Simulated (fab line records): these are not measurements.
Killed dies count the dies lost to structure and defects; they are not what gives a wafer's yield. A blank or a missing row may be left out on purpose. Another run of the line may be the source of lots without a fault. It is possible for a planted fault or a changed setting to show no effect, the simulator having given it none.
fab line records	flow n5Finfet
[record] lots = 5	wafers = 13	lastDay = 18
route steps=1938 shown BEOL_M15@1802 PASSIVATION@1936
lots that met no fault: taken from a fault-free run of the same line
startH: start of the lot's first displayed wafer, in hours after the record's first day	waitH: time in hours since the lot's previous step	" unchanged from the row above	L1.1+2: one row covering several wafers at once	- either no value or no given start	* or withheld: withheld	< > ~ a bound
route shown NAME@n: NAME is a module with steps in the file, n the number in the route of the first one	usual: the fault-free wafers' mean and standard deviation	same: alike in all rows	chamber/n: place in a boat	sites: each site's reading	_std_site: standard deviation across them	_edge_site: inner sites' mean taken away from outer sites' mean	radiusMm: how far each site lies from the wafer's centre	mask NAME#n: copy n	behind: the last tool/chamber to shape the wafer	hold: what put the lot on hold/how long, in hours/how the hold closed	device: which transistor (n, p or np) failed to switch	end of line: the route-end tests of the same wafers	for a step that has no rows: nothing shown but its recipe	killed: at the first sort, the dies lost to defects and structure; wafer yield is something else	map: a wafer's dies, marking killed ones x, the rest . and places with no die _
set.NAME: the run value of the setting; set.NAME@STEP: its run value at that earlier step	model.NAME: the simulator's own value behind a step, which no gauge read
lots at selected steps of the route; one table per step, one row per wafer
services: the hour from which a tool's chamber was out of use, counted from the record's first day as startH (under 0 if before that day), plus the number of hours and why
[[steps]]
[step N5_BEOL_M15_DEVELOP_27]
[recipe] developTimeS = 45	rinseLiquid = diw	dry = airSpin	devTempC = 21
[step N5_BEOL_M15_HARDBAKE_32]
[recipe] tempC = 130	timeS = 120
[step N5_BEOL_M15_CD_MEAS_28]
[recipe] targetCdNm = 407.6	landingEnergyEv = 500	detector = seInlens
[usual] cdNm = 406.4/1.8
[same] landingEnergyEv = 500
lot.wafer	tool	chamber	startH	waitH	cdNm
L501.1	cdSem-03	0	293.08	-	406.9
L501.2	"	0	"	"	406.3
L501.6	"	0	"	"	407.2
L507.2	cdSem-01	0	326.56	-	405.8
L507.4	"	0	"	"	404.2
L521.3	cdSem-01	0	387.69	-	406.7
L521.6	"	0	"	"	408.3
L520.3	cdSem-01	0	389.95	-	404.0
L520.4	"	0	"	"	404.8
L520.5	"	0	"	"	405.9
L522.1	cdSem-03	0	403.11	-	408.4
L522.2	"	0	"	"	409.8
L522.3	"	0	"	"	409.5
[step N5_BEOL_M15_OVL_MEAS_29]
[recipe] pointsPerWafer = 44
[usual] M15_OVL = -5/4.7
lot.wafer	tool	chamber	startH	waitH	M15_OVL[nm]
L501.1	overlay-02	0	293.11	0.0	-5
L501.2	"	0	"	"	-7
L501.6	"	0	"	"	-9
L507.2	overlay-01	0	326.59	0.0	-7
L507.4	"	0	"	"	-6
L521.3	overlay-01	0	387.72	0.0	0
L521.6	"	0	"	"	-1
L520.3	overlay-02	0	389.98	0.0	-3
L520.4	"	0	"	"	-7
L520.5	"	0	"	"	-10
L522.1	overlay-01	0	403.14	0.0	-11
L522.2	"	0	"	"	-13
L522.3	"	0	"	"	-17
[step N5_BEOL_M15_INSPECT_30]
[recipe] mode = adi	inspectInstrument = macro
[usual] rawDefectCount = 2.2/1.5
lot.wafer	tool	chamber	startH	waitH	rawDefectCount
L501.1	defectInspect-01	-	293.13	0.0	1
L501.2	"	-	"	"	3
L501.6	"	-	"	"	3
L507.2	defectInspect-02	-	326.62	0.0	0
L507.4	"	-	"	"	3
L521.3	defectInspect-02	-	387.75	0.0	4
L521.6	"	-	"	"	3
L520.3	defectInspect-02	-	390.00	0.0	4
L520.4	"	-	"	"	1
L520.5	"	-	"	"	3
L522.1	defectInspect-02	-	403.17	0.0	4
L522.2	"	-	"	"	1
L522.3	"	-	"	"	1
[step N5_BEOL_M15_DESCUM_33]
[recipe] chemistry = O2	timeS = 7.9	sourcePowerW = 50	biasPowerW = 20	pressureMtorr = 20	rfFrequencyHz = 2.712e+07	tempC = 40	o2FlowSccm = 225
[usual] drypumpMotorCurrentA = 5.6/0.32	oesProductAu = 0.79/0.088	rfVppV = 243.3/1.4	showerheadPlenumPTorr = 2.09/0.069	throttleValvePct = 20.35/0.23
[same] timeS = 7.9
lot.wafer	tool	chamber	startH	waitH	drypumpMotorCurrentA	oesProductAu	rfHoursCounterH	rfVppV	showerheadPlenumPTorr	throttleValvePct
L501.1	rieDiel-05	1	293.17	0.0	5.1	0.82	66	242.8	2.13	20.28
L501.2	"	0	"	"	5.3	0.72	199	244.1	2.05	20.25
L501.6	"	1	"	"	5.1	0.82	-	242.9	2.13	20.28
L507.2	rieDiel-05	0	326.85	0.2	5.3	0.71	210	243.1	2.05	20.26
L507.4	"	3	"	"	6.3	0.87	-	243.1	2.21	20.46
L521.3	rieDiel-02	2	387.78	0.0	5.6	0.85	54	243.8	2.12	20.09
L521.6	"	1	"	"	5.9	0.86	-	244.3	2.14	20.14
L520.3	rieDiel-05	0	390.27	0.3	5.3	0.69	227	243.5	2.04	20.28
L520.4	"	2	"	"	5.9	0.69	208	242.4	2.06	20.26
L520.5	"	3	"	"	6.3	0.86	-	244.3	2.20	20.48
L522.1	rieDiel-04	3	403.57	0.4	5.5	0.90	28	244.9	2.23	20.59
L522.2	"	1	"	"	5.9	0.68	241	243.3	2.13	20.31
L522.3	"	2	"	"	5.8	0.85	58	241.8	2.03	20.07
[step N5_BEOL_M15_ETCH_61]
[recipe] chemistry = N2/H2	target = BARC	targetDepthA = 890	overetchA = 267	timeS = 67.9	ionEnergyEv = 200	pressureMtorr = 30	sourceW = 840	biasW = 150	n2FlowSccm = 200	h2FlowSccm = 200
[usual] drypumpMotorCurrentA = 5.6/0.32	n2FlowSccm = 200.1/0.7	oesProductAu = 0.68/0.073	rfVppV = 524.2/2.4	showerheadPlenumPTorr = 2.55/0.087	throttleValvePct = 17.86/0.19
[same] timeS = 67.9
lot.wafer	tool	chamber	startH	waitH	drypumpMotorCurrentA	n2FlowSccm	oesProductAu	rfHoursCounterH	rfVppV	showerheadPlenumPTorr	throttleValvePct
L501.1	rieDiel-05	1	293.20	0.0	5.1	200.1	0.70	66	525.0	2.57	17.66
L501.2	"	0	"	"	5.3	199.8	0.61	199	522.8	2.51	17.75
L501.6	"	1	"	"	5.1	199.5	0.70	-	526.5	2.57	17.69
L507.2	rieDiel-05	0	326.89	0.0	5.3	200.4	0.61	210	524.5	2.50	17.77
L507.4	"	3	"	"	6.3	199.2	0.74	-	530.1	2.71	18.02
L521.3	rieDiel-02	2	387.81	0.0	5.7	199.7	0.73	54	525.2	2.59	17.73
L521.6	"	1	"	"	5.8	200.3	0.73	-	524.4	2.60	17.52
L520.3	rieDiel-05	0	390.31	0.0	5.3	200.9	0.60	227	522.8	2.50	17.80
L520.4	"	2	"	"	5.9	200.3	0.60	208	522.5	2.51	17.69
L520.5	"	3	"	"	6.3	200.0	0.73	-	529.0	2.70	18.03
L522.1	rieDiel-04	3	403.61	0.0	5.5	199.8	0.77	28	527.6	2.71	17.96
L522.2	"	1	"	"	5.9	200.1	0.58	241	526.0	2.63	18.06
L522.3	"	2	"	"	5.7	200.3	0.72	58	522.4	2.49	17.71
[step N5_BEOL_M15_TRENCH_ETCH_34]
[recipe] chemistry = C4F8/O2/Ar	target = SiO2	targetDepthA = 8729.3	heInnerTorr = 15	heOuterTorr = 30	timeS = 199	ionEnergyEv = 800	pressureMtorr = 20	sourceW = 1905	biasW = 2040	Ar_flow_sccm = 400	C4F8_flow_sccm = 16	O2_flow_sccm = 12
[usual] C4F8_flow_sccm = 15.99/0.046	drypumpMotorCurrentA = 5.6/0.32	oesProductAu = 0.79/0.092	rfVppV = 2236/22	showerheadPlenumPTorr = 3.45/0.11	throttleValvePct = 30.85/0.21
[same] timeS = 199
lot.wafer	tool	chamber	startH	waitH	C4F8_flow_sccm	drypumpMotorCurrentA	oesProductAu	rfHoursCounterH	rfVppV	showerheadPlenumPTorr	throttleValvePct
L501.1	rieDiel-05	1	293.26	0.0	16.01	5.1	0.83	66	2220	3.48	30.73
L501.2	"	0	"	"	16.00	5.3	0.70	199	2250	3.41	30.74
L501.6	"	1	"	"	16.00	5.1	0.82	-	2220	3.48	30.72
L507.2	rieDiel-05	0	326.94	0.0	16.02	5.3	0.71	210	2249	3.41	30.77
L507.4	"	3	"	"	15.98	6.3	0.87	-	2274	3.63	31.00
L521.3	rieDiel-02	2	387.86	0.0	15.96	5.7	0.85	55	2241	3.50	30.73
L521.6	"	1	"	"	15.95	5.9	0.85	-	2221	3.51	30.54
L520.3	rieDiel-05	0	390.36	0.0	16.01	5.3	0.69	227	2248	3.40	30.77
L520.4	"	2	"	"	16.02	5.9	0.69	208	2192	3.40	30.68
L520.5	"	3	"	"	15.98	6.3	0.85	-	2272	3.62	31.04
L522.1	rieDiel-04	3	403.66	0.0	16.00	5.5	0.91	29	2279	3.62	30.97
L522.2	"	1	"	"	16.02	5.9	0.67	241	2243	3.53	30.89
L522.3	"	2	"	"	16.00	5.8	0.84	58	2209	3.37	30.74
[step N5_BEOL_M15_STRIP_36]
[recipe] chemistry = O2	powerW = 600	tempC = 60	pressureMtorr = 30	rfFrequencyHz = 6e+07	biasPowerW = 0	overashFraction = 0.3	o2FlowSccm = 225
[usual] drypumpMotorCurrentA = 5.7/0.3	oesProductAu = 0.80/0.089	rfVppV = 3.6/0.91	showerheadPlenumPTorr = 2.10/0.071	throttleValvePct = 16.58/0.22
lot.wafer	tool	chamber	startH	waitH	drypumpMotorCurrentA	oesProductAu	rfHoursCounterH	rfVppV	showerheadPlenumPTorr	throttleValvePct
L501.1	rieDiel-02	2	299.07	5.6	5.7	0.90	22	3.2	2.13	16.28
L501.2	"	3	"	"	5.5	0.90	22	4.2	2.04	16.63
L501.6	"	2	"	"	5.7	0.90	-	4.3	2.13	16.26
L507.2	rieDiel-02	3	327.73	0.6	5.5	0.87	35	2.7	2.03	16.64
L507.4	"	1	"	"	5.8	0.91	20	2.4	2.16	16.35
L521.3	rieDiel-04	3	391.67	3.6	5.5	0.91	24	3.1	2.24	16.78
L521.6	"	3	"	"	5.5	0.92	-	2.9	2.24	16.74
L520.3	rieDiel-04	1	394.95	4.4	5.9	0.69	238	3.4	2.13	16.63
L520.4	"	2	"	"	5.7	0.85	-	4.7	2.03	16.31
L520.5	"	1	"	"	6.0	0.70	-	3.7	2.13	16.63
L522.1	rieDiel-05	3	404.90	1.1	6.3	0.85	61	2.5	2.21	16.71
L522.2	"	1	"	"	5.1	0.79	99	3.9	2.12	16.57
L522.3	"	2	"	"	5.8	0.68	212	5.4	2.06	16.58
[step N5_BEOL_M15_STRIP_62]
[recipe] chemistry = O2	powerW = 600	tempC = 60	pressureMtorr = 30	rfFrequencyHz = 6e+07	biasPowerW = 0	overashFraction = 0.3	o2FlowSccm = 225
[usual] drypumpMotorCurrentA = 5.6/0.31	oesProductAu = 0.80/0.088	rfVppV = 3.6/0.49	showerheadPlenumPTorr = 2.10/0.071	throttleValvePct = 16.58/0.22
lot.wafer	tool	chamber	startH	waitH	drypumpMotorCurrentA	oesProductAu	rfHoursCounterH	rfVppV	showerheadPlenumPTorr	throttleValvePct
L501.1	rieDiel-02	2	-	-	5.6	0.89	22	3.6	2.13	16.25
L501.2	"	3	"	"	5.5	0.89	22	2.9	2.04	16.62
L501.6	"	2	"	"	5.6	0.90	-	4.2	2.13	16.28
L507.2	rieDiel-02	3	-	-	5.4	0.85	35	3.5	2.03	16.65
L507.4	"	1	"	"	5.8	0.90	20	2.9	2.16	16.33
L521.3	rieDiel-04	3	-	-	5.5	0.91	24	2.8	2.24	16.74
L521.6	"	3	"	"	5.5	0.90	-	3.9	2.24	16.74
L520.3	rieDiel-04	1	-	-	5.9	0.70	238	3.4	2.13	16.63
L520.4	"	2	"	"	5.8	0.85	-	2.6	2.03	16.30
L520.5	"	1	"	"	5.9	0.69	-	3.8	2.13	16.62
L522.1	rieDiel-05	3	-	-	6.3	0.85	61	3.0	2.21	16.69
L522.2	"	1	"	"	5.1	0.79	100	3.5	2.12	16.57
L522.3	"	2	"	"	5.9	0.69	212	3.5	2.06	16.57
[step N5_BEOL_M15_STRIP_37]
[recipe] chemistry = O2	powerW = 600	tempC = 60	pressureMtorr = 30	rfFrequencyHz = 6e+07	biasPowerW = 0	overashFraction = 0.3	o2FlowSccm = 225
[step N5_BEOL_M15_ETCH_38]
[recipe] chemistry = CF4/N2	target = SiCN	targetDepthA = 1064	taperDeg = 2	timeS = 120.5	ionEnergyEv = 150	maskMaterial = SiO2	pressureMtorr = 40	sourceW = 430	biasW = 70	Ar_flow_sccm = 100	cf4FlowSccm = 60	n2FlowSccm = 60
[usual] drypumpMotorCurrentA = 5.6/0.31	n2FlowSccm = 60.00/0.18	oesProductAu = 0.80/0.092	rfVppV = 382.6/1.8	showerheadPlenumPTorr = 2.22/0.071	throttleValvePct = 15.38/0.22
[same] timeS = 120.5
lot.wafer	tool	chamber	startH	waitH	drypumpMotorCurrentA	n2FlowSccm	oesProductAu	rfHoursCounterH	rfVppV	showerheadPlenumPTorr	throttleValvePct	model.etch.depthNm
L501.1	rieDiel-02	2	299.19	-	5.7	60.34	0.90	22	384.0	2.25	15.09	95.96
L501.2	"	3	"	"	5.5	59.95	0.89	22	382.4	2.15	15.39	97.85
L501.6	"	2	"	"	5.7	60.30	0.89	-	381.7	2.25	15.09	95.57
L507.2	rieDiel-02	3	327.85	-	5.5	59.92	0.75	35	379.9	2.15	15.43	75.6
L507.4	"	1	"	"	5.8	59.98	0.88	20	382.1	2.25	15.03	93.45
L521.3	rieDiel-04	3	391.79	-	5.5	59.62	0.92	24	384.9	2.34	15.43	99.15
L521.6	"	3	"	"	5.5	59.79	0.92	-	386.4	2.34	15.42	99.76
L520.3	rieDiel-04	1	395.07	-	5.9	60.04	0.66	238	381.7	2.27	15.55	91.94
L520.4	"	2	"	"	5.8	59.94	0.84	-	381.6	2.16	15.19	96.03
L520.5	"	1	"	"	5.9	60.06	0.66	-	382.8	2.27	15.56	92.84
L522.1	rieDiel-05	3	405.02	-	6.3	59.98	0.85	61	385.7	2.33	15.51	96.24
L522.2	"	1	"	"	5.1	60.17	0.79	100	383.1	2.23	15.34	97.01
L522.3	"	2	"	"	5.8	60.07	0.70	212	380.3	2.17	15.36	96.24
[step N5_BEOL_M15_PRECLEAN_39]
[recipe] chemistry = residueRemover	timeS = 60	tempC = 40
[step N5_PASSIVATION_PROBE_49]
[usual] defectLimitedYield = 91.2/1.6	killed_at_M0_to_M3 = 35/11	killed_at_M4_up = 14/5.4	killedAtContacts = 13/6	killedAtFrontEnd = 38/11	killedAtOther = 3.4/2.6	killedDies = 104/19	killedOpen = 68/13	killedShort = 34/8.5	sort_bin_5_function = 5.1/1	sort_bin_6_memory = 3.3/0.72	sortNPass = 1075/22	sortYieldPct = 91.1/1.9
[same] grossDies = 1180	killedAtBackSide = 0	sort_bin_4_leakage[%] = 0	sort_bin_8_speed[%] = 0
lot.wafer	tool	chamber	startH	waitH	defectLimitedYield[%]	killed_at_M0_to_M3	killed_at_M4_up	killedAtContacts	killedAtFrontEnd	killedAtOther	killedDies	killedOpen	killedShort	sort_bin_5_function[%]	sort_bin_6_memory[%]	sortNPass	sortYieldPct[%]
L507.2	prober-02	-	346.44	0.1	90.2	32	13	13	50	8	116	64	52	5.9	3.5	1064	90.2
L507.4	prober-02	-	346.54	0.2	91.6	19	22	17	36	5	99	58	36	4.5	3.1	1081	91.6
L520.3	prober-01	-	414.99	0.1	89.2	43	17	13	53	1	127	81	46	5.9	4.3	1053	89.2
// killed by level:class
L507.2 FIN_SAQP:geometricParticle:short=24 MOL_CONTACT_COAG:geometricParticle:open=13 BEOL_M0_SAQP:geometricParticle:short=12 FIN_SAQP:geometricParticle:open=8 BEOL_M4:geometricParticle:open=7 BEOL_M1:geometricParticle:open=7 BEOL_M0:geometricParticle:open=5 BEOL_M0_SAQP:geometricParticle:open=4
L507.4 BEOL_M4:geometricParticle:open=10 MOL_CONTACT_COAG:geometricParticle:open=10 FIN_SAQP:geometricParticle:short=8 MOL_CONTACT_COAG:geometricParticle:short=7 FIN_SAQP:geometricParticle:open=6 BEOL_M1:geometricParticle:open=6 HKMG_FIN:areaEtch=5 BEOL_M0:geometricParticle:open=4
L520.3 BEOL_M0_SAQP:geometricParticle:open=19 STI_FIN_REVEAL:geometricParticle:open=14 FIN_SAQP:geometricParticle:short=12 BEOL_M0_SAQP:geometricParticle:short=12 MOL_CONTACT_COAG:geometricParticle:open=10 BEOL_M4:geometricParticle:open=8 FIN_SAQP:geometricParticle:open=7 DUMMY_GATE:geometricParticle:open=5
[[services]]
tool	chamber	startH	hours	kind
rieDiel-04	3	301.26	-	clean
rieDiel-04	3	301.26	-	consumableReplace:focusRing
rieDiel-04	3	301.26	-	consumableReplace:showerhead
rieDiel-04	3	301.26	23.8	scheduledDown
rieDiel-04	3	301.26	23.8	ventCycle
rieDiel-02	1	307.24	11.4	repair
rieDiel-05	-	330.98	14.6	pm
rieDiel-02	0	377.97	-	clean
rieDiel-02	0	377.97	-	consumableReplace:focusRing
rieDiel-02	0	377.97	-	consumableReplace:showerhead
rieDiel-02	0	377.97	28.3	scheduledDown
rieDiel-02	0	377.97	28.3	ventCycle
rieDiel-05	-	379.52	0.5	repair
rieDiel-02	3	381.15	5.7	repair
rieDiel-04	0	389.62	-	clean
rieDiel-04	0	389.62	-	consumableReplace:focusRing
rieDiel-04	0	389.62	32.8	scheduledDown
rieDiel-04	0	389.62	32.8	ventCycle
rieDiel-02	2	400.52	7.9	repair
[[key]]
firstSign none at tools or gauges
[modelEffect] step = N5_BEOL_M15_ETCH_38	value = etch.depthNm	without = 97.22	struck = 75.6
metAt N5_BEOL_M15_ETCH_38
struckWafers L507.2
onsetBetween 299.19 327.85
[fault] kind = processParameterDrift	tool = rieDiel-02	chamber = -	onsetH = 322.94	steps = N5_BEOL_M15_ETCH_38	channel = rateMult	offset = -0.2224	shape = step	endH = 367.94	scope = struckWafersOnly
